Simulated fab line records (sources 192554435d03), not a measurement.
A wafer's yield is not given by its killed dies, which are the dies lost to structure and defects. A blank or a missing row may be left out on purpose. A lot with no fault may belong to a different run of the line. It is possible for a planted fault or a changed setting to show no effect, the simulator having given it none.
Split-lot experiment | flow n5-finfet | route with 1938 steps; 7 lots, 21 wafers read

== SPLIT DETAILS ==
At N5_MOL_CONTACT_COAG_ETCHBACK_135 (etches SiO2 in CHF3, target depth 25 nm, time 16.7 s), the setting time-s was moved away from the recipe's 16.7 s on 9 of the 21 wafers read, by -19.0% to +19.3%. The other wafers ran this setting at the recipe's value.

The split's own step is where the reading is taken.

== THE READING ==
SOC_of_MOL_CONTACT_COAG_COAT_75.thk-nm (the simulator's own value, which no gauge read), in nm, at N5_MOL_CONTACT_COAG_ETCHBACK_135 (etches SiO2 in CHF3, target depth 25 nm, time 16.7 s). The file does not state a usual value for it. Average 57.3 nm, standard deviation 0.17 nm, over the 12 wafers here run with the recipe.

wafer  | tool, chamber at the split | time-s as run, s | against the recipe | SOC_of_MOL_CONTACT_COAG_COAT_75.thk-nm, nm | against lot-mates on the recipe
L075.2 | rie-diel-03, 2,3           | 15.05            | -9.9%              | 57.8                                       | +0.2
L075.5 | rie-diel-03, 2,3           | 15.05            | -9.9%              | 57.8                                       | +0.2
L075.4 | rie-diel-03, 3             | 16.7             | recipe             | 57.6                                       | -
L077.1 | rie-diel-03, 3,1           | 19.16            | +14.7%             | 57                                         | -0.4
L077.3 | rie-diel-03, 3,1           | 19.16            | +14.7%             | 57                                         | -0.4
L077.2 | rie-diel-03, 0             | 16.7             | recipe             | 57.4                                       | -
L080.1 | rie-diel-01, 1             | 15.07            | -9.8%              | 57.4                                       | +0.0
L080.3 | rie-diel-01, 3             | 16.7             | recipe             | 57.4                                       | -
L080.6 | rie-diel-01, 2             | 15.07            | -9.8%              | 57.8                                       | +0.4
L083.2 | rie-diel-01, 1,2           | 16.7             | recipe             | 57                                         | -
L083.4 | rie-diel-01, 1,2           | 16.7             | recipe             | 57                                         | -
L083.5 | rie-diel-01, 1             | 16.7             | recipe             | 57.2                                       | -
L085.3 | rie-diel-03, 1             | 19.93            | +19.3%             | 56.8                                       | -0.6
L085.5 | rie-diel-03, 2,1           | 16.7             | recipe             | 57.4                                       | -
L085.6 | rie-diel-03, 2,1           | 16.7             | recipe             | 57.4                                       | -
L090.2 | rie-diel-06, 3,2           | 16.7             | recipe             | 57.4                                       | -
L090.6 | rie-diel-06, 3,2           | 16.7             | recipe             | 57.4                                       | -
L090.5 | rie-diel-06, 3             | 16.7             | recipe             | 57.2                                       | -
L091.2 | rie-diel-06, 0             | 13.52            | -19.0%             | 57.6                                       | +0.4
L091.3 | rie-diel-06, 3             | 13.52            | -19.0%             | 57.8                                       | +0.6
L091.4 | rie-diel-06, 2             | 16.7             | recipe             | 57.2                                       | -
If several chambers appear in one row, that row covers several wafers at once and the file leaves open which wafer was in which chamber.

THE FIT
A straight line over all 21 wafers: SOC_of_MOL_CONTACT_COAG_COAT_75.thk-nm changes by -0.0254 nm for each +1% of time-s; r = -0.82; the points scatter about the line by 0.18 nm.
The same after taking each lot's own level away (the mean of its wafers on the recipe; 21 wafers): -0.0265 nm for each +1%; r = -0.94; scatter 0.094 nm.
According to that fit, moving time-s by its largest amount changes the reading by 0.51 nm.
Measured against the standard deviation above, the lots' own levels, which go from 57.07 to 57.60 nm, span 3.1 times it.
The two slopes are in agreement: the lot-to-lot level therefore moves the slope only a little.
Check: for one of the wafers moved furthest among these (+19.3%), held out of the fit, the line's prediction against its lot-mates is -0.502 nm. Against them it came out at -0.6 nm.

== THE OTHER SPLITS THESE WAFERS WENT THROUGH ==
Note: prior to the reading, these wafers also went through further splits. Each is held against what the fit with the lots' levels taken away leaves over:
other split on the same wafers        | wafers away from the commonest value | r with SOC_of_MOL_CONTACT_COAG_COAT_75.thk-nm (lot level and that fit taken away)
N5_GATE_CUT_ALD_22 ald-cycles         | 4                                    | +0.17
N5_MOL_CONTACT_COAG_COAT_103 spin-rpm | 7                                    | +0.01

== FILE'S OWN FIT ==
SOC_of_MOL_CONTACT_COAG_COAT_75.thk-nm changes by -0.027 nm for each +1% of time-s, r = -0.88.
